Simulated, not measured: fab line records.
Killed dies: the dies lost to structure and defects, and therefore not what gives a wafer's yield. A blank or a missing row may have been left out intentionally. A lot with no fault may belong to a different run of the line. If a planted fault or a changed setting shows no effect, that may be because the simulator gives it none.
A struck lot beside a sound one    flow nand-harc    14 out of 1302 route steps
Sound: wafers L943.2, L943.3, L943.5. Wafers struck: L948.1, L948.2. The cause is given at the end.
At each step with rows: each side's tool, then ch and its chambers, then its first start. Under that, the readings that differ: sound wafers    struck wafers    difference of the means    sigmas: that difference in standard deviations of wafers without a fault.
alike: words and numbers the same on both sides, and readings whose means are apart by under 2 such deviations; not compared: readings that were withheld, readings missing a value for some wafer, numbers with overlapping values and no deviation given by the record, and bounds like >300 which may hide the same value.
The two part at a step that has a row with sigmas, a row that says differs or no value, or rows on one side only. Numbers that don't overlap but have no deviation are shown without sigmas and don't part them. Lack of a reading on every wafer of one side parts them only where that side has two or more wafers.

first, 10 steps without rows for these wafers: NHARC_A_STAIRCASE_SRD_241; NHARC_A_STAIRCASE_DEHYDRATE_242 (time 120 s); NHARC_A_STAIRCASE_HMDS_243 (time 30 s); NHARC_A_STAIRCASE_COAT_244; NHARC_A_STAIRCASE_SOFTBAKE_245 (time 170 s); NHARC_A_STAIRCASE_EBR_246; NHARC_A_STAIRCASE_EXPOSE_247 (exposes mask SDS 1); NHARC_A_STAIRCASE_PEB_248 (peb time 130 s); NHARC_A_STAIRCASE_DEVELOP_249 (time 140 s); NHARC_A_STAIRCASE_HARDBAKE_251 (time 140 s).
NHARC_A_STAIRCASE_DESCUM_252: chemistry O2, time 3 s.
  sound on rie-diel-11 ch 0, day 18 09:56; struck on rie-diel-02 ch 0,1, day 20 10:15
  alike: drypump-motor-current-A, oes-product-au, rf-vpp-V, showerhead-plenum-p-Torr, throttle-valve-pct
  not compared: rf-hours-counter-h
NHARC_A_STAIRCASE_ETCH_253: etches the open film in C4F8/O2, target depth 50 nm, time 20.2 s.
  sound on rie-diel-11 ch 0,2, day 18 10:05; struck on rie-diel-02 ch 0,3, day 20 10:20
reading           sound           struck     difference  sigmas
run-length-s (s)  41.6 41.9 41.9  44.0 44.7  +2.6        +5
  alike: oes-product-au, rf-vpp-V
  not compared: rf-hours-counter-h
NHARC_A_STAIRCASE_STRIP_254: strips in O2.
  sound on plasma-asher-01 ch 0,1, day 18 10:11; struck on plasma-asher-02 ch 0,1, day 20 10:28
reading             sound        struck   difference  sigmas
heater-power-w (W)  341 368 346  286 273  -72         -2
  alike: drypump-motor-current-A
  not compared: rf-hours-counter-h
-- jump in the record: it breaks off in module A_STAIRCASE and resumes in module END (first step shown: number 1302 of the route), and 8 days separate the struck wafers' starts before and after --
NHARC_END_SORT_01:
  at this point the record logs the struck wafers (prober-01 ch 0, day 28 06:34) and has no rows for the sound ones

## WHERE THEY PART
At NHARC_A_STAIRCASE_ETCH_253 first; at NHARC_END_SORT_01 last (within this record only).

WHY: whatever the simulator had introduced
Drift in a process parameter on rie-diel-02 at NHARC_A_STAIRCASE_ETCH_253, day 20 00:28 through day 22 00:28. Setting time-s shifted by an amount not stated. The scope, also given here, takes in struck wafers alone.
